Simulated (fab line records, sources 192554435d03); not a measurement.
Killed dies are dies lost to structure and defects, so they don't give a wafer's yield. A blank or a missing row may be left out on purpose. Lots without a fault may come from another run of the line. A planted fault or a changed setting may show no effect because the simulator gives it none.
Which tool did it? | flow n5_finfet | 12 lots, 36 wafers sampled, at 6 steps of a route of 1938

WHAT THE GAUGES READ, wafer by wafer
N5_BEOL_M12_INSPECT_12: inspects for defects (macro).
lot  | measured     | on                | raw_defect_count
L075 | day 10 17:46 | defect_inspect-02 | 2 3 1
L077 | day 11 02:13 | defect_inspect-02 | 1 3 3
L079 | day 11 17:41 | defect_inspect-01 | 1 0 3
L081 | day 12 11:31 | defect_inspect-01 | 3 0 1
L080 | day 12 20:38 | defect_inspect-02 | 0 3 1
L085 | day 13 07:20 | defect_inspect-02 | 1 3 6
L086 | day 13 13:58 | defect_inspect-02 | 0 2 1
L091 | day 14 16:14 | defect_inspect-02 | 1 1 0
L090 | day 14 23:56 | defect_inspect-02 | 3 6 4
L092 | day 15 02:18 | defect_inspect-02 | 6 0 2
L095 | day 15 18:13 | defect_inspect-02 | 2 2 5
L097 | day 16 00:37 | defect_inspect-01 | 2 1 0

WHICH TOOL RAN EACH LOT (tool, then ch and the chambers of the sampled wafers, then the start)
lot  | N5_BEOL_M11_VIA_ETCH_34            | N5_BEOL_M11_TRENCH_ETCH_37                    | N5_BEOL_M11_ETCH_41                           | N5_BEOL_M11_SURFACE_TREAT_76 | N5_BEOL_M12_ILD_DEP_00
L075 | rie_diel-01 ch 2,3, day 10 13:04   | rie_diel-01 ch 2,3, day 10 15:15 or earlier   | rie_diel-01 ch 2,3, day 10 15:15 or earlier   | pvd_sputter-03, day 10 15:15 | pecvd-04 ch 0,1, day 10 17:10
L077 | rie_diel-01 ch 0,1,2, day 10 19:55 | rie_diel-01 ch 0,1,2, day 10 23:47 or earlier | rie_diel-01 ch 0,1,2, day 10 23:47 or earlier | pvd_sputter-03, day 10 23:47 | pecvd-01 ch 0,1,2, day 11 01:44
L079 | rie_diel-05 ch 0,2, day 11 13:59   | rie_diel-05 ch 0,2, day 11 15:35 or earlier   | rie_diel-05 ch 0,2, day 11 15:35 or earlier   | pvd_sputter-01, day 11 15:35 | pecvd-04 ch 0,1,2, day 11 17:12
L081 | rie_diel-05 ch 0,3, day 12 07:25   | rie_diel-05 ch 0,3, day 12 09:05 or earlier   | rie_diel-05 ch 0,3, day 12 09:05 or earlier   | pvd_sputter-01, day 12 09:05 | pecvd-04 ch 0,1,2, day 12 10:54
L080 | rie_diel-05 ch 1,2,3, day 12 16:50 | rie_diel-05 ch 1,2,3, day 12 18:23 or earlier | rie_diel-05 ch 1,2,3, day 12 18:23 or earlier | pvd_sputter-01, day 12 18:23 | pecvd-04 ch 0,2, day 12 20:01
L085 | rie_diel-05 ch 1,3, day 13 03:26   | rie_diel-05 ch 1,3, day 13 04:50 or earlier   | rie_diel-05 ch 1,3, day 13 04:50 or earlier   | pvd_sputter-03, day 13 04:50 | pecvd-01 ch 1,2, day 13 06:43
L086 | rie_diel-01 ch 2,3, day 13 10:41   | rie_diel-01 ch 2,3, day 13 12:06 or earlier   | rie_diel-01 ch 2,3, day 13 12:06 or earlier   | pvd_sputter-01, day 13 12:06 | pecvd-01 ch 0,1, day 13 13:28
L091 | rie_diel-01 ch 0,1,2, day 14 11:47 | rie_diel-01 ch 0,1,2, day 14 14:05 or earlier | rie_diel-01 ch 0,1,2, day 14 14:05 or earlier | pvd_sputter-01, day 14 14:05 | pecvd-01 ch 0,1,2, day 14 15:38
L090 | rie_diel-05 ch 0,1,3, day 14 19:55 | rie_diel-05 ch 0,1,3, day 14 21:40 or earlier | rie_diel-05 ch 0,1,3, day 14 21:40 or earlier | pvd_sputter-02, day 14 21:40 | pecvd-04 ch 0,1, day 14 23:27
L092 | rie_diel-06 ch 0,2,3, day 14 22:25 | rie_diel-06 ch 0,2,3, day 15 00:12 or earlier | rie_diel-06 ch 0,2,3, day 15 00:12 or earlier | pvd_sputter-02, day 15 00:12 | pecvd-03 ch 0,1,2, day 15 01:41
L095 | rie_diel-01 ch 0,2, day 15 14:10   | rie_diel-01 ch 0,2, day 15 15:55 or earlier   | rie_diel-01 ch 0,2, day 15 15:55 or earlier   | pvd_sputter-02, day 15 15:55 | pecvd-03 ch 0,2, day 15 17:37
L097 | rie_diel-05 ch 0,1,3, day 15 19:34 | rie_diel-05 ch 0,1,3, day 15 22:41 or earlier | rie_diel-05 ch 0,1,3, day 15 22:41 or earlier | pvd_sputter-01, day 15 22:41 | pecvd-01 ch 1,2, day 16 00:01
- N5_BEOL_M11_VIA_ETCH_34: etches SiCOH lowk in C4F6/O2, target depth 184.5 nm, time 69.2 s.
- N5_BEOL_M11_TRENCH_ETCH_37: etches SiCOH lowk in C4F6/O2, target depth 148.83 nm, time 48 s.
- N5_BEOL_M11_ETCH_41: etches SiCN in CH3F/O2, target depth 42.6 nm, time 86 s.
- N5_BEOL_M11_SURFACE_TREAT_76
- N5_BEOL_M12_ILD_DEP_00: deposits SiOC from DEMS/O2, target thk 658.92 nm, time 130.7 s.

THE ANSWER, worked out from the rows above alone
Rule: what is usual is taken from the lots themselves. Put in order of their means at a reading, lots are off if they are a third of the lots or fewer, leave a main group of 4 or more, and stand apart from it by a gap of 3 or more times the standard deviation of the main group's means; of several such gaps the widest counts. A main group whose means are all the same, to the digits that the tables above print for the reading, isn't used. A lot without any number at a reading at which 4 lots or more have one is off too. The other lots that the step has rows for count as sound.
No lot is off at any reading shown: from this, nothing can be told.

WHAT THE SIMULATOR HAD PUT IN
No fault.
